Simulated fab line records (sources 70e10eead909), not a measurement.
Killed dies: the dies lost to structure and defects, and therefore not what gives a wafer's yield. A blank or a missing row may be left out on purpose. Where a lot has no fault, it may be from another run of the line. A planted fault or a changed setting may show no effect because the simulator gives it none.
Struck lot and sound lot, side by side :: flow nand_harc :: 14 steps out of a route of 1302
Sound: the wafers L267.4, L267.5, L267.6. Struck: wafers L260.1, L260.2, L260.5. The cause comes at the end.
For every step that has rows: the tool of each side, followed by ch and its chambers, followed by its first start. Under that, the readings that differ: sound wafers :: struck wafers :: difference of the means :: sigmas: that difference in standard deviations of wafers without a fault.
alike: a reading whose means differ by less than 2 such deviations, as well as words and numbers matching on both sides. not compared: withheld readings; readings where some wafer has no value; bounds like >300 that might hide an equal value; numbers whose values overlap and for which the record gives no deviation.
The two part at a step that has a row with sigmas, a row that says differs or no value, or rows on one side only. Numbers that don't overlap but have no deviation are shown without sigmas and don't part them. A reading missing from all wafers of one side parts the sides only when that side holds two or more wafers.

first, 9 steps without rows for these wafers: NHARC_A_STAIRCASE_DEHYDRATE_176 (time 120 s); NHARC_A_STAIRCASE_HMDS_177 (time 30 s); NHARC_A_STAIRCASE_COAT_178; NHARC_A_STAIRCASE_SOFTBAKE_179 (time 170 s); NHARC_A_STAIRCASE_EBR_180; NHARC_A_STAIRCASE_EXPOSE_181 (exposes mask STAIR 2); NHARC_A_STAIRCASE_PEB_182 (peb time 130 s); NHARC_A_STAIRCASE_DEVELOP_183 (time 140 s); NHARC_A_STAIRCASE_HARDBAKE_185 (time 140 s).
NHARC_A_STAIRCASE_DESCUM_186: chemistry O2, time 3 s.
  sound on rie_diel-11 ch 0,1,3, day 24 14:16; struck on rie_diel-11 ch 0,2,3, day 21 18:37
reading: throttle_valve_pct (%)
sound: 11.286 11.312 11.305
struck: 11.319 11.322 11.323
difference: +0.020
sigmas: +3
  alike: chamber_pressure_mTorr, drypump_motor_current_A, oes_product_au, rf_vpp_V, showerhead_plenum_p_Torr
  not compared: rf_hours_counter_h
NHARC_A_STAIRCASE_TRIM_187: chemistry O2, time 211.2 s.
  sound on rie_diel-11 ch 1,2, day 24 14:21; struck on rie_diel-11 ch 1,3, day 21 18:42
reading: oes_product_au (a.u.)
sound: 0.979 0.991 1.015
struck: 1.035 1.010 1.035
difference: +0.032
sigmas: +2
  alike: chamber_pressure_mTorr, drypump_motor_current_A, rf_vpp_V, showerhead_plenum_p_Torr, throttle_valve_pct
  not compared: rf_hours_counter_h
NHARC_A_STAIRCASE_ETCH_188: etches the open film in C4F8/O2, target depth 100 nm, time 40.5 s.
  sound on rie_diel-11 ch 1,2,3, day 24 14:30; struck on rie_diel-11 ch 1,3, day 21 18:50
reading: oes_product_au (a.u.)
sound: 0.942 0.937 0.927
struck: 0.969 0.966 0.986
difference: +0.038
sigmas: +2

reading: run_length_s (s)
sound: 62.5 61.5 61.7
struck: 41.6 40.5 41.7
difference: -20.6
sigmas: -47
  alike: chamber_pressure_mTorr, rf_vpp_V
  not compared: rf_hours_counter_h
NHARC_A_STAIRCASE_TRIM_189: chemistry O2, time 211.2 s.
  sound on rie_diel-11 ch 0,1,3; struck on rie_diel-11 ch 1,2,3
  alike: chamber_pressure_mTorr, drypump_motor_current_A, oes_product_au, rf_vpp_V, showerhead_plenum_p_Torr, throttle_valve_pct
  not compared: rf_hours_counter_h
-- the record jumps here: 9 days lie between the struck wafers' starts before and after (it left off in module A_STAIRCASE and takes up again in module END, whose first step shown is number 1302 of the route) --
NHARC_END_SORT_01:
  sound on prober-02 ch 0, day 32 23:28; struck on prober-01 ch 0, day 30 20:08
reading: killed_at_array
sound: 48 51 64
struck: 668 672 668
difference: +615
sigmas: +32

reading: killed_dies
sound: 54 54 67
struck: 677 677 677
difference: +619
sigmas: +33
  alike: killed_at_other, killed_at_periphery, killed_open, killed_short

== WHERE THEY PART ==
At NHARC_A_STAIRCASE_DESCUM_186 first; at NHARC_END_SORT_01 last (within this record only).

WHY: whatever the simulator had introduced
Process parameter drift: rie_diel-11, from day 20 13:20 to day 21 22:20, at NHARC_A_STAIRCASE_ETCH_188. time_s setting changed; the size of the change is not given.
